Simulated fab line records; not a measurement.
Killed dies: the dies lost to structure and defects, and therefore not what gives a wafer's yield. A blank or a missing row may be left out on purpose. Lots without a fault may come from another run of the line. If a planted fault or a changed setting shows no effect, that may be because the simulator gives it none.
Which tool did it? -- flow n5Finfet -- 24 wafers from 8 lots sampled at 4 of the route's 1938 steps

== WHAT EACH GAUGE READ, for each wafer ==
N5_FIN_SAQP_THK_MEAS_05. Usual: thkNm at 38.2 nm, with a standard deviation of 0.52.
lot,measured,on,thkNm (nm),flag
L562,day 2 23:57,filmMetro-01,37.9 38.6 38.6,
L568,day 4 08:55,filmMetro-02,38.3 38.5 39.2,
L569,day 4 15:01,filmMetro-01,37.4 31.9 37.9,OFF
L572,day 5 09:53,filmMetro-01,38.6 38.3 38.6,
L575,day 6 04:20,filmMetro-01,37.5 38.3 38.5,
L578,day 6 21:35,filmMetro-02,37.8 38.3 37.9,
L579,day 7 02:55,filmMetro-02,38.1 38.7 38.6,
L581,day 7 15:29,filmMetro-02,37.9 39.6 38.6,

== TOOL THAT RAN EACH LOT (tool first, then ch and the chambers of the sampled wafers, then the start) ==
lot,N5_PMOS_HMC_CHANNEL_EPI_HM_DEP_34,N5_PMOS_HMC_CHANNEL_EPI_DESCUM_14,N5_FIN_SAQP_HM_DEP_03
L562,"pecvd-01 ch 1,2, day 2 19:16","rieDiel-02 ch 0,1,3, day 2 19:47","pecvd-01 ch 1,2, day 2 23:50"
L568,"pecvd-02 ch 1,2, day 4 04:47","rieDiel-03 ch 0,1,3, day 4 05:25","pecvd-01 ch 1,2, day 4 08:47"
L569,"pecvd-04 ch 0,1,2, day 4 10:44","rieDiel-03 ch 1,2,3, day 4 11:14","pecvd-01 ch 1,2, day 4 14:53"
L572,"pecvd-02 ch 1,2, day 5 04:38","rieDiel-03 ch 1,2,3, day 5 05:01","pecvd-03 ch 0,1, day 5 09:47"
L575,"pecvd-01 ch 0,1, day 5 23:43","rieDiel-03 ch 0,3, day 6 00:13","pecvd-03 ch 0,1,2, day 6 04:14"
L578,"pecvd-01 ch 0,1, day 6 17:03","rieDiel-03 ch 1,2,3, day 6 17:26","pecvd-03 ch 0,1,2, day 6 21:31"
L579,"pecvd-02 ch 0,1,2, day 6 22:40","rieDiel-02 ch 2,3, day 6 23:02","pecvd-03 ch 0,2, day 7 02:50"
L581,"pecvd-01 ch 0,1, day 7 10:55","rieDiel-03 ch 0,1,2, day 7 11:24","pecvd-03 ch 0,1,2, day 7 15:24"
- N5_PMOS_HMC_CHANNEL_EPI_HM_DEP_34: deposits SiO2 from TEOS/O2, target thk 36 nm, time 6.9 s.
- N5_PMOS_HMC_CHANNEL_EPI_DESCUM_14: chemistry O2, time 7.9 s.
- N5_FIN_SAQP_HM_DEP_03: deposits SiNx from SiH4/NH3/N2, target thk 38 nm, time 33.6 s.

== WHAT THE TOOLS THEMSELVES READ (means of the sampled wafers that have a number; where no wafer has one, the mark that the record gives instead) ==
N5_PMOS_HMC_CHANNEL_EPI_HM_DEP_34. Usual: heaterPowerW 544 W, standard deviation 93; rfFwdPowerW 887 W, standard deviation 5.9; showerheadPlenumPTorr 8.34 Torr, standard deviation 0.035; susceptorTempC 400.01 C, standard deviation 0.21; throttleValvePct 18.4 %, standard deviation 0.86.
lot,tool,heaterPowerW (W),rfFwdPowerW (W),showerheadPlenumPTorr (Torr),susceptorTempC (C),throttleValvePct (%),flag
L562,pecvd-01,443,891,8.38,400.03,18.2,
L568,pecvd-02,685,893,8.35,399.83,17.8,
L569,pecvd-04,471,884,8.36,399.90,18.7,
L572,pecvd-02,625,889,8.34,400.04,17.8,
L575,pecvd-01,543,894,8.33,399.94,18.1,
L578,pecvd-01,573,890,8.35,399.89,18.1,
L579,pecvd-02,635,892,8.32,399.96,18.4,
L581,pecvd-01,517,895,8.33,400.01,18.2,

N5_PMOS_HMC_CHANNEL_EPI_DESCUM_14. Usual: chamberPressureMTorr is 20.002 mTorr with standard deviation 0.019, drypumpMotorCurrentA is 5.6 A with standard deviation 0.33, oesProductAu is 0.77 a.u. with standard deviation 0.066, rfFwdPowerW is 49.40 W with standard deviation 0.28, rfVppV is 243.0 V with standard deviation 1.3, showerheadPlenumPTorr is 2.09 Torr with standard deviation 0.069, and throttleValvePct is 20.65 % with standard deviation 0.22.
lot,tool,chamberPressureMTorr (mTorr),drypumpMotorCurrentA (A),oesProductAu (a.u.),rfFwdPowerW (W),rfVppV (V),showerheadPlenumPTorr (Torr),throttleValvePct (%),flag
L562,rieDiel-02,19.998,5.5,0.81,49.59,242.6,2.09,20.56,
L568,rieDiel-03,19.998,5.6,0.75,49.43,243.4,2.06,20.74,
L569,rieDiel-03,19.999,5.6,0.75,49.20,242.2,2.06,20.81,
L572,rieDiel-03,19.996,5.6,0.75,48.96,243.6,2.06,20.80,
L575,rieDiel-03,19.991,5.4,0.76,49.51,243.7,2.11,20.69,
L578,rieDiel-03,20.004,5.6,0.74,49.37,242.8,2.06,20.82,
L579,rieDiel-02,20.013,5.4,0.81,49.37,243.7,2.12,20.59,
L581,rieDiel-03,19.999,5.5,0.74,49.28,241.9,2.05,20.73,

N5_FIN_SAQP_HM_DEP_03. Usual: heaterPowerW 711 W, standard deviation 65; rfFwdPowerW 297.6 W, standard deviation 1.3; showerheadPlenumPTorr 5.16 Torr, standard deviation 0.053; susceptorTempC 399.96 C, standard deviation 0.21; throttleValvePct 40.0 %, standard deviation 1.5.
lot,tool,heaterPowerW (W),rfFwdPowerW (W),showerheadPlenumPTorr (Torr),susceptorTempC (C),throttleValvePct (%),flag
L562,pecvd-01,674,298.8,5.19,400.05,39.4,
L568,pecvd-01,701,298.4,5.20,399.99,39.5,
L569,pecvd-01,665,297.7,5.18,400.05,39.4,
L572,pecvd-03,739,297.1,5.19,400.04,40.5,
L575,pecvd-03,777,297.7,5.18,399.97,40.7,
L578,pecvd-03,712,297.5,5.18,399.87,40.9,
L579,pecvd-03,754,297.1,5.17,399.85,40.9,
L581,pecvd-03,747,298.5,5.19,399.87,40.7,

== THE ANSWER, worked out from the rows above alone ==
Rule: lot off if the mean of its wafers having a number is beyond 3 standard deviations from the usual mean. A lot without any number at a reading at which 4 lots or more have one is off too. All remaining lots with rows at the step are treated as sound. First the gauges in route order, then the tools' own readings, where a lot's mean is used as printed above. The first step at which some lot is off is used, and at that step the reading that is off furthest; a lot without a number counts as furthest.
Off: L569 (N5_FIN_SAQP_THK_MEAS_05, thkNm).
A tool fits if, at a process step before that reading, it ran every lot that is off, and no sound lot after the first of them. Gauges at N5_FIN_SAQP_THK_MEAS_05: tried the same way as those tools. Can't be told from this: 2 tools fit, pecvd-04 at N5_PMOS_HMC_CHANNEL_EPI_HM_DEP_34, pecvd-01 at N5_FIN_SAQP_HM_DEP_03.

== WHAT THE SIMULATOR HAD INSERTED ==
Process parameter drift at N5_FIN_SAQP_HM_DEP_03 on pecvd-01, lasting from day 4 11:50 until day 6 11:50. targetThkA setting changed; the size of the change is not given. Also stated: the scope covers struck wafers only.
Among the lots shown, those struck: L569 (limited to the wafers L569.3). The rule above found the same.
